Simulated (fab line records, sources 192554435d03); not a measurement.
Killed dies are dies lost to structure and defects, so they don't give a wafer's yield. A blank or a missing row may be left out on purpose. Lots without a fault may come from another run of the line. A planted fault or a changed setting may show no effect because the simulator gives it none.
Chamber matching | flow n5_finfet | N5_BEOL_M7_ETCH_65 on rie_diel-01: 4 sister chambers
The step etches SiARC in CF4, target depth 15.6 nm, time 26 s. 20 wafers are shown with their chamber, then 10 later ones without.

WAFERS WITH THEIR CHAMBER
wafer  | chamber | showerhead_plenum_p_Torr (Torr) | drypump_motor_current_A (A) | throttle_valve_pct (%)
L074.3 | 3       | 2.05                            | 5.8                         | 15.62
L074.5 | 2       | 2.13                            | 6.3                         | 15.72
L074.6 | 3       | 2.06                            | 5.8                         | 15.63
L076.3 | 2       | 2.13                            | 6.2                         | 15.72
L076.4 | 3       | 2.05                            | 5.8                         | 15.65
L076.6 | 2       | 2.13                            | 6.2                         | 15.73
L078.1 | 3       | 2.05                            | 5.8                         | 15.65
L078.3 | 2       | 2.13                            | 6.3                         | 15.72
L078.6 | 2       | 2.13                            | 6.2                         | 15.75
L080.1 | 0       | 2.19                            | 5.3                         | 15.56
L080.2 | 3       | 2.05                            | 5.8                         | 15.64
L080.4 | 1       | 2.18                            | 6.0                         | 15.24
L082.1 | 3       | 2.05                            | 5.8                         | 15.66
L082.2 | 1       | 2.18                            | 6.0                         | 15.26
L082.3 | 0       | 2.19                            | 5.3                         | 15.56
L084.3 | 2       | 2.12                            | 6.3                         | 15.76
L084.4 | 0       | 2.18                            | 5.3                         | 15.59
L084.6 | 0       | 2.18                            | 5.3                         | 15.59
L085.2 | 0       | 2.18                            | 5.2                         | 15.59
L085.4 | 2       | 2.12                            | 6.2                         | 15.77

SIGNATURES (means of the wafers above)
reading                  | chamber 0 | chamber 1 | chamber 2 | chamber 3 | scatter within a chamber
showerhead_plenum_p_Torr | 2.1840    | 2.1800    | 2.1271    | 2.0517    | 0.00465
drypump_motor_current_A  | 5.280     | 6.000     | 6.243     | 5.800     | 0.0396
throttle_valve_pct       | 15.5780   | 15.2500   | 15.7386   | 15.6417   | 0.0178
Rule: a wafer's distance from a chamber is the root of the sum, over the readings, of the square of ((its reading less the chamber's mean) divided by the reading's scatter). The wafer belongs to the nearest chamber; if the next one is less than 2 further off, it can't be placed. The scatter: the root of (the sum of the squares of (reading less its chamber's mean) over the shown wafers, divided by (wafers less chambers)).

WAFERS WITHOUT THEIR CHAMBER
wafer  | showerhead_plenum_p_Torr (Torr) | drypump_motor_current_A (A) | throttle_valve_pct (%)
L085.5 | 2.05                            | 5.8                         | 15.68
L087.3 | 2.18                            | 5.3                         | 15.62
L087.4 | 2.17                            | 6.0                         | 15.29
L087.5 | 2.05                            | 5.8                         | 15.68
L090.2 | 2.12                            | 6.3                         | 15.78
L090.5 | 2.12                            | 6.2                         | 15.81
L090.6 | 2.04                            | 5.8                         | 15.69
L093.2 | 2.12                            | 6.3                         | 15.80
L093.4 | 2.04                            | 5.8                         | 15.70
L093.5 | 2.04                            | 5.8                         | 15.71

WHICH CHAMBER EACH WENT THROUGH
wafer  | from the rows above | in truth
L085.5 | 3                   | 3
L087.3 | 0                   | 0
L087.4 | 1                   | 1
L087.5 | 3                   | 3
L090.2 | 2                   | 2
L090.5 | 2                   | 2
L090.6 | 3                   | 3
L093.2 | 2                   | 2
L093.4 | 3                   | 3
L093.5 | 3                   | 3
Placed correctly: 10 of 10. Can't be placed from these rows: 0. Placed wrongly: 0.
